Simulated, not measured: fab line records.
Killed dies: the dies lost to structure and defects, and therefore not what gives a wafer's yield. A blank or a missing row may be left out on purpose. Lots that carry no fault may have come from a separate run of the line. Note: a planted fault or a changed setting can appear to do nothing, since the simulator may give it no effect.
Which tool was responsible? | flow n5Finfet | Sampling: 24 lots, 72 wafers, 6 of 1938 route steps

== WHAT EACH GAUGE READ, for each wafer ==
N5_BEOL_M3_RS_MEAS_58: a four-point-probe measurement. Usual: M3_RS typically reads 0.67 ohm/sq, with standard deviation 0.045.
lot  | measured     | on           | M3_RS (ohm/sq) | flag
L074 | day 7 06:05  | filmMetro-01 | 0.76 0.61 0.68 | 
L075 | day 7 14:37  | filmMetro-01 | 0.70 0.67 0.64 | 
L076 | day 7 23:38  | filmMetro-02 | 0.70 0.71 0.59 | 
L077 | day 8 08:35  | filmMetro-01 | 0.66 0.63 0.64 | 
L078 | day 8 11:11  | filmMetro-01 | 0.73 0.66 0.71 | 
L079 | day 8 13:16  | filmMetro-01 | 0.66 0.63 0.63 | 
L080 | day 9 15:34  | filmMetro-01 | 0.61 0.61 0.63 | 
L081 | day 9 16:56  | filmMetro-01 | 0.68 0.77 0.70 | 
L083 | day 9 20:17  | filmMetro-02 | 0.64 0.65 0.69 | 
L082 | day 10 04:15 | filmMetro-02 | 0.76 0.70 0.77 | 
L084 | day 10 15:34 | filmMetro-02 | 0.66 0.74 0.68 | 
L085 | day 11 00:00 | filmMetro-02 | 0.69 0.72 0.68 | 
L086 | day 11 03:09 | filmMetro-01 | 0.79 0.68 0.68 | 
L087 | day 11 03:18 | filmMetro-01 | 0.71 0.71 0.66 | 
L088 | day 11 03:53 | filmMetro-01 | 0.71 0.73 0.72 | 
L089 | day 11 08:19 | filmMetro-02 | 0.62 0.68 0.61 | 
L090 | day 11 11:44 | filmMetro-02 | 0.70 0.74 0.64 | 
L091 | day 11 18:13 | filmMetro-02 | 0.71 0.65 0.76 | 
L092 | day 12 12:53 | filmMetro-01 | 0.70 0.76 0.67 | 
L093 | day 12 13:23 | filmMetro-02 | 0.68 0.60 0.67 | 
L094 | day 13 00:14 | filmMetro-01 | 0.67 0.61 0.70 | 
L095 | day 13 06:23 | filmMetro-02 | 0.67 0.62 0.57 | 
L096 | day 13 06:29 | filmMetro-01 | 0.69 0.73 0.70 | 
L097 | day 13 15:11 | filmMetro-02 | 0.66 0.66 0.65 | 

N5_BEOL_M5_CD_MEAS_11 targets a cd of 27.74 nm. Usual: 28.0 nm for cdNm, sd 0.31.
lot  | measured     | on       | cdNm (nm)      | flag
L074 | day 7 21:35  | cdSem-01 | 28.0 28.2 27.8 | 
L075 | day 8 04:12  | cdSem-02 | 28.1 27.7 28.0 | 
L076 | day 8 15:41  | cdSem-02 | 28.2 27.7 28.0 | 
L077 | day 8 23:24  | cdSem-02 | 28.0 28.2 27.9 | 
L078 | day 8 23:29  | cdSem-02 | 27.3 27.1 27.8 | 
L079 | day 9 02:34  | cdSem-02 | 27.6 27.3 27.4 | 
L080 | day 10 01:43 | cdSem-03 | 27.7 27.9 27.6 | 
L081 | day 10 08:49 | cdSem-03 | 27.9 27.2 28.0 | 
L083 | day 10 12:25 | cdSem-03 | 27.3 27.5 27.6 | 
L082 | day 11 00:08 | cdSem-01 | 28.1 27.8 27.9 | 
L084 | day 11 14:47 | cdSem-03 | 28.2 28.7 28.8 | 
L085 | day 11 15:01 | cdSem-01 | 28.2 28.0 27.7 | 
L086 | day 11 17:44 | cdSem-02 | 28.5 28.0 28.4 | 
L087 | day 11 23:33 | cdSem-03 | 28.2 28.0 28.0 | 
L088 | day 12 00:22 | cdSem-03 | 27.5 27.2 28.3 | 
L089 | day 11 23:47 | cdSem-01 | 28.1 28.1 28.3 | 
L090 | day 12 01:11 | cdSem-02 | 27.6 27.7 27.8 | 
L091 | day 12 23:17 | cdSem-01 | 27.9 28.0 28.2 | 
L092 | day 12 23:29 | cdSem-02 | 28.2 28.4 28.4 | 
L093 | day 13 02:37 | cdSem-02 | 28.3 28.2 27.9 | 
L094 | day 14 01:43 | cdSem-03 | 28.4 28.0 28.4 | 
L095 | day 14 01:55 | cdSem-01 | 28.0 27.9 27.4 | 
L096 | day 14 02:12 | cdSem-02 | 28.3 28.1 28.2 | 
L097 | day 14 12:10 | cdSem-01 | 28.3 28.0 28.0 | 

== EACH LOT AND THE TOOL THAT RAN IT (in order: tool; ch and the chambers of the sampled wafers; start) ==
lot  | N5_BEOL_M3_DEP_57               | N5_BEOL_M4_TRENCH_ETCH_37                    | N5_BEOL_M4_ANNEAL_93        | N5_BEOL_M4_PRE_CLEAN_60
L074 | pecvd-02 ch 0,2, day 7 06:01    | rieDiel-05 ch 0,1,2, day 7 17:12 or earlier  | pvdSputter-03, day 7 17:12  | cvdCo-02 ch 1,2, day 7 19:04
L075 | pecvd-01 ch 1,2, day 7 14:33    | rieDiel-01 ch 0,1, day 8 00:17 or earlier    | pvdSputter-03, day 8 00:17  | cvdCo-01 ch 0,2, day 8 01:28
L076 | pecvd-02 ch 1, day 7 23:33      | rieDiel-03 ch 0,2,3, day 8 10:05 or earlier  | pvdSputter-03, day 8 10:05  | cvdCo-01 ch 0,2, day 8 11:17
L077 | pecvd-02 ch 1,2, day 8 08:32    | rieDiel-01 ch 0,1,3, day 8 18:58 or earlier  | pvdSputter-02, day 8 18:58  | cvdCo-01 ch 1,2, day 8 20:09
L078 | pecvd-03 ch 0,1,2, day 8 11:07  | rieDiel-03 ch 0,1,2, day 8 19:07 or earlier  | pvdSputter-03, day 8 19:07  | cvdCo-01 ch 0,1, day 8 20:18
L079 | pecvd-03 ch 0,2, day 8 13:12    | rieDiel-01 ch 1,2,3, day 8 22:20 or earlier  | pvdSputter-02, day 8 22:20  | cvdCo-02 ch 0,1,2, day 8 23:31
L080 | pecvd-01 ch 1,2, day 9 15:30    | rieDiel-01 ch 0,3, day 9 21:46 or earlier    | pvdSputter-03, day 9 21:46  | cvdCo-02 ch 1,2, day 9 22:58
L081 | pecvd-03 ch 0,1, day 9 16:53    | rieDiel-03 ch 0,1, day 10 03:46 or earlier   | pvdSputter-01, day 10 03:46 | cvdCo-01 ch 0,1, day 10 05:23
L083 | pecvd-03 ch 0,1,2, day 9 20:13  | rieDiel-05 ch 1,2,3, day 10 07:56 or earlier | pvdSputter-02, day 10 07:56 | cvdCo-02 ch 0,1,2, day 10 09:08
L082 | pecvd-02 ch 0,1, day 10 04:11   | rieDiel-05 ch 0,1,2, day 10 19:26 or earlier | pvdSputter-02, day 10 19:26 | cvdCo-02 ch 0,2, day 10 20:47
L084 | pecvd-02 ch 1,2, day 10 15:29   | rieDiel-01 ch 0,2, day 11 09:56 or earlier   | pvdSputter-01, day 11 09:56 | cvdCo-01 ch 0,1,2, day 11 11:08
L085 | pecvd-02 ch 0,1, day 10 23:56   | rieDiel-03 ch 1,3, day 11 10:31 or earlier   | pvdSputter-02, day 11 10:31 | cvdCo-01 ch 1,2, day 11 11:47
L086 | pecvd-03 ch 0,1, day 11 03:04   | rieDiel-05 ch 0,2,3, day 11 11:46 or earlier | pvdSputter-01, day 11 11:46 | cvdCo-02 ch 0,1,2, day 11 12:58
L087 | pecvd-02 ch 0,1,2, day 11 03:14 | rieDiel-01 ch 0,1,2, day 11 15:34 or earlier | pvdSputter-02, day 11 15:34 | cvdCo-01 ch 0,1, day 11 16:46
L088 | pecvd-03 ch 0,1,2, day 11 03:49 | rieDiel-01 ch 1,2, day 11 17:25 or earlier   | pvdSputter-02, day 11 17:25 | cvdCo-02 ch 0,1, day 11 18:37
L089 | pecvd-02 ch 0,1,2, day 11 08:14 | rieDiel-03 ch 1,2,3, day 11 16:37 or earlier | pvdSputter-03, day 11 16:37 | cvdCo-02 ch 0,1, day 11 17:47
L090 | pecvd-02 ch 1,2, day 11 11:40   | rieDiel-03 ch 0,1, day 11 21:13 or earlier   | pvdSputter-01, day 11 21:13 | cvdCo-01 ch 0,2, day 11 22:24
L091 | pecvd-02 ch 1,2, day 11 18:10   | rieDiel-01 ch 0,3, day 12 17:55 or earlier   | pvdSputter-03, day 12 17:55 | cvdCo-01 ch 0,1, day 12 19:05
L092 | pecvd-01 ch 1,2, day 12 12:50   | rieDiel-01 ch 0,2,3, day 12 18:43 or earlier | pvdSputter-01, day 12 18:43 | cvdCo-01 ch 0,1,2, day 12 19:55
L093 | pecvd-01 ch 0,1,2, day 12 13:19 | rieDiel-03 ch 0,1,2, day 12 22:23 or earlier | pvdSputter-01, day 12 22:23 | cvdCo-02 ch 1,2, day 12 23:34
L094 | pecvd-01 ch 0,1, day 13 00:10   | rieDiel-03 ch 0,2,3, day 13 20:50 or earlier | pvdSputter-01, day 13 20:50 | cvdCo-02 ch 0,2, day 13 22:02
L095 | pecvd-03 ch 1,2, day 13 06:19   | rieDiel-01 ch 0,1,3, day 13 20:58 or earlier | pvdSputter-03, day 13 20:58 | cvdCo-02 ch 0,1, day 13 22:09
L096 | pecvd-01 ch 1,2, day 13 06:25   | rieDiel-03 ch 1,2,3, day 13 21:09 or earlier | pvdSputter-02, day 13 21:09 | cvdCo-02 ch 0,2, day 13 23:41
L097 | pecvd-01 ch 1,2, day 13 15:08   | rieDiel-05 ch 1,2,3, day 14 03:40 or earlier | pvdSputter-03, day 14 03:40 | cvdCo-01 ch 1,2, day 14 04:51
- N5_BEOL_M3_DEP_57: deposits SiCN from 3MS/NH3, target thk 8 nm, time 14 s.
- N5_BEOL_M4_TRENCH_ETCH_37: etches SiOC in C4F6/O2, target depth 55.555 nm, time 29.2 s.
- N5_BEOL_M4_ANNEAL_93: time 240 s.
- N5_BEOL_M4_PRE_CLEAN_60: time 15 s.

== AS READ BY THE TOOLS THEMSELVES (means over the sampled wafers that have a number; for cases with no such wafer, the mark the record gives instead) ==
N5_BEOL_M3_DEP_57. Usual: showerheadPlenumPTorr 3.664 Torr, standard deviation 0.012; throttleValvePct 9.1 %, standard deviation 0.51.
lot  | tool     | showerheadPlenumPTorr (Torr) | throttleValvePct (%) | flag
L074 | pecvd-02 | 3.666                        | 8.8                  | 
L075 | pecvd-01 | 3.674                        | 8.4                  | 
L076 | pecvd-02 | 3.655                        | 9.6                  | 
L077 | pecvd-02 | 3.657                        | 9.2                  | 
L078 | pecvd-03 | 3.666                        | 9.2                  | 
L079 | pecvd-03 | 3.659                        | 9.2                  | 
L080 | pecvd-01 | 3.670                        | 8.6                  | 
L081 | pecvd-03 | 3.667                        | 9.3                  | 
L083 | pecvd-03 | 3.670                        | 9.2                  | 
L082 | pecvd-02 | 3.654                        | 9.7                  | 
L084 | pecvd-02 | 3.664                        | 9.4                  | 
L085 | pecvd-02 | 3.651                        | 9.7                  | 
L086 | pecvd-03 | 3.677                        | 9.1                  | 
L087 | pecvd-02 | 3.657                        | 9.2                  | 
L088 | pecvd-03 | 3.670                        | 9.3                  | 
L089 | pecvd-02 | 3.661                        | 9.1                  | 
L090 | pecvd-02 | 3.657                        | 8.9                  | 
L091 | pecvd-02 | 3.664                        | 8.9                  | 
L092 | pecvd-01 | 3.672                        | 8.5                  | 
L093 | pecvd-01 | 3.668                        | 8.9                  | 
L094 | pecvd-01 | 3.662                        | 9.3                  | 
L095 | pecvd-03 | 3.679                        | 9.2                  | 
L096 | pecvd-01 | 3.674                        | 8.8                  | 
L097 | pecvd-01 | 3.680                        | 9.3                  | 

N5_BEOL_M4_TRENCH_ETCH_37. Usual: drypumpMotorCurrentA 5.6 A, standard deviation 0.38; oesProductAu 0.81 a.u., standard deviation 0.093; rfVppV 668 V, standard deviation 19; showerheadPlenumPTorr 2.90 Torr, standard deviation 0.11; throttleValvePct 20.91 %, standard deviation 0.24.
lot  | tool       | drypumpMotorCurrentA (A) | oesProductAu (a.u.) | rfVppV (V) | showerheadPlenumPTorr (Torr) | throttleValvePct (%) | flag
L074 | rieDiel-05 | 5.3                      | 0.78                | 664        | 2.81                         | 20.77                | 
L075 | rieDiel-01 | 5.6                      | 0.87                | 650        | 2.93                         | 21.02                | 
L076 | rieDiel-03 | 5.6                      | 0.81                | 680        | 2.92                         | 20.96                | 
L077 | rieDiel-01 | 5.5                      | 0.79                | 656        | 2.91                         | 20.95                | 
L078 | rieDiel-03 | 5.5                      | 0.87                | 673        | 2.93                         | 20.96                | 
L079 | rieDiel-01 | 5.5                      | 0.82                | 657        | 2.95                         | 20.94                | 
L080 | rieDiel-01 | 5.7                      | 0.87                | 662        | 2.91                         | 20.85                | 
L081 | rieDiel-03 | 5.3                      | 0.79                | 666        | 2.83                         | 21.20                | 
L083 | rieDiel-05 | 5.9                      | 0.78                | 675        | 2.77                         | 20.77                | 
L082 | rieDiel-05 | 5.4                      | 0.75                | 663        | 2.80                         | 20.81                | 
L084 | rieDiel-01 | 5.9                      | 0.90                | 657        | 2.99                         | 20.96                | 
L085 | rieDiel-03 | 5.2                      | 0.86                | 682        | 3.01                         | 20.85                | 
L086 | rieDiel-05 | 5.6                      | 0.79                | 658        | 2.83                         | 20.72                | 
L087 | rieDiel-01 | 5.6                      | 0.82                | 650        | 2.96                         | 21.09                | 
L088 | rieDiel-01 | 5.6                      | 0.83                | 650        | 2.99                         | 21.07                | 
L089 | rieDiel-03 | 5.5                      | 0.84                | 685        | 3.01                         | 20.81                | 
L090 | rieDiel-03 | 5.2                      | 0.82                | 670        | 2.93                         | 21.03                | 
L091 | rieDiel-01 | 5.7                      | 0.82                | 662        | 2.89                         | 20.90                | 
L092 | rieDiel-01 | 5.8                      | 0.84                | 662        | 2.93                         | 20.89                | 
L093 | rieDiel-03 | 5.5                      | 0.80                | 673        | 2.92                         | 21.01                | 
L094 | rieDiel-03 | 5.6                      | 0.75                | 679        | 2.90                         | 21.04                | 
L095 | rieDiel-01 | 5.5                      | 0.84                | 655        | 2.89                         | 20.87                | 
L096 | rieDiel-03 | 5.5                      | 0.81                | 684        | 3.00                         | 20.83                | 
L097 | rieDiel-05 | 5.9                      | 0.88                | 675        | 2.76                         | 20.71                | 

N5_BEOL_M4_ANNEAL_93. Usual: heaterPowerW 805 W, standard deviation 85; susceptorTempC 400.01 C, standard deviation 0.23; susceptor_temp_C_max 400.9, standard deviation 0.33.
lot  | tool          | heaterPowerW (W) | susceptorTempC (C) | susceptor_temp_C_max | flag
L074 | pvdSputter-03 | 706              | 400.18             | 401.2                | 
L075 | pvdSputter-03 | 783              | 400.03             | 401.3                | 
L076 | pvdSputter-03 | 810              | 400.18             | 401.2                | 
L077 | pvdSputter-02 | 795              | 400.07             | 400.9                | 
L078 | pvdSputter-03 | 794              | 399.95             | 400.7                | 
L079 | pvdSputter-02 | 803              | 400.05             | 400.9                | 
L080 | pvdSputter-03 | 744              | 399.80             | 400.6                | 
L081 | pvdSputter-01 | 771              | 399.99             | 401.0                | 
L083 | pvdSputter-02 | 838              | 399.88             | 400.7                | 
L082 | pvdSputter-02 | 807              | 400.01             | 400.8                | 
L084 | pvdSputter-01 | 826              | 400.00             | 400.8                | 
L085 | pvdSputter-02 | 778              | 399.79             | 400.7                | 
L086 | pvdSputter-01 | 813              | 399.84             | 400.7                | 
L087 | pvdSputter-02 | 777              | 400.17             | 401.1                | 
L088 | pvdSputter-02 | 841              | 399.95             | 400.8                | 
L089 | pvdSputter-03 | 736              | 399.85             | 400.8                | 
L090 | pvdSputter-01 | 855              | 399.96             | 400.9                | 
L091 | pvdSputter-03 | 774              | 399.77             | 400.7                | 
L092 | pvdSputter-01 | 894              | 400.20             | 401.1                | 
L093 | pvdSputter-01 | 847              | 399.87             | 400.7                | 
L094 | pvdSputter-01 | 807              | 400.37             | 401.4                | 
L095 | pvdSputter-03 | 745              | 400.23             | 400.9                | 
L096 | pvdSputter-02 | 857              | 399.96             | 400.8                | 
L097 | pvdSputter-03 | 790              | 400.16             | 401.0                | 

N5_BEOL_M4_PRE_CLEAN_60. Usual: 91 W for heaterPowerW, sd 23.
lot  | tool     | heaterPowerW (W) | flag
L074 | cvdCo-02 | 76               | 
L075 | cvdCo-01 | 94               | 
L076 | cvdCo-01 | 98               | 
L077 | cvdCo-01 | 113              | 
L078 | cvdCo-01 | 119              | 
L079 | cvdCo-02 | 72               | 
L080 | cvdCo-02 | 76               | 
L081 | cvdCo-01 | 122              | 
L083 | cvdCo-02 | 73               | 
L082 | cvdCo-02 | 68               | 
L084 | cvdCo-01 | 110              | 
L085 | cvdCo-01 | 115              | 
L086 | cvdCo-02 | 72               | 
L087 | cvdCo-01 | 104              | 
L088 | cvdCo-02 | 70               | 
L089 | cvdCo-02 | 71               | 
L090 | cvdCo-01 | 93               | 
L091 | cvdCo-01 | 117              | 
L092 | cvdCo-01 | 108              | 
L093 | cvdCo-02 | 75               | 
L094 | cvdCo-02 | 71               | 
L095 | cvdCo-02 | 74               | 
L096 | cvdCo-02 | 72               | 
L097 | cvdCo-01 | 123              | 

== THE ANSWER, worked out from the rows above alone ==
Rule: a lot is off if the mean of its wafers that have a number lies more than 3 standard deviations from the usual mean. Also off: a lot with no number at a reading for which 4 or more lots have one. Where the step has rows for the other lots, those lots are counted as sound. The gauges are gone through in route order, then the tools' own readings, and for those a lot's mean is taken as printed above. The first step at which some lot is off is used, and at that step the reading that is off furthest; a lot without a number counts as furthest.
No lot is off on any of the readings shown, so nothing can be concluded from this.

== WHAT THE SIMULATOR HAD PUT IN ==
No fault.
